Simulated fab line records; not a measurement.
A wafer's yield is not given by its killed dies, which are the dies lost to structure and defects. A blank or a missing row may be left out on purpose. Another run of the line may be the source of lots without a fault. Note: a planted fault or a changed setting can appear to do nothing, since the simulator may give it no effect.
Chamber matching :: flow n5 finfet :: N5_BEOL_M0_TRENCH_ETCH_107 on rie diel-05 has 4 sister chambers
The step etches SiOC in C4F6/O2, target depth 32.8 nm, time 16.4 s. 4 wafers are shown with their chamber, then 7 later ones without.

## WAFERS PAIRED WITH THEIR CHAMBERS
wafer: L084.3
chamber: 1
drypump motor current A (A): 5.1

wafer: L084.6
chamber: 2
drypump motor current A (A): 5.9

wafer: L088.2
chamber: 0
drypump motor current A (A): 6.4

wafer: L088.3
chamber: 3
drypump motor current A (A): 5.7

## WAFERS WHOSE CHAMBER IS MISSING
wafer: L088.4
drypump motor current A (A): 6.4

wafer: L091.3
drypump motor current A (A): 5.1

wafer: L091.4
drypump motor current A (A): 6.5

wafer: L091.5
drypump motor current A (A): 6.0

wafer: L095.2
drypump motor current A (A): 5.1

wafer: L095.3
drypump motor current A (A): 6.4

wafer: L095.6
drypump motor current A (A): 5.1

## THE CHAMBER EACH PASSED THROUGH
wafer: L088.4
from the rows above: 0
in truth: 0

wafer: L091.3
from the rows above: 1
in truth: 1

wafer: L091.4
from the rows above: 0
in truth: 0

wafer: L091.5
from the rows above: 2
in truth: 2

wafer: L095.2
from the rows above: 1
in truth: 1

wafer: L095.3
from the rows above: 0
in truth: 0

wafer: L095.6
from the rows above: 1
in truth: 1
Correct placement for 7 of the 7. Number that these rows cannot place: 0. Placed wrongly: 0.
How it was worked out, from the rows above alone: a wafer's distance from a chamber is the root of the sum, over the readings, of the square of ((its reading less the chamber's mean) divided by the reading's scatter). If the next closest chamber is less than 2 further off than the closest, the wafer can't be placed; otherwise it belongs to the closest. For every chamber, the mean is computed from those of its wafers that are shown. The scatter: with one shown wafer a chamber, the root of the mean of the squares of how far each hidden wafer lies from its nearest shown one.
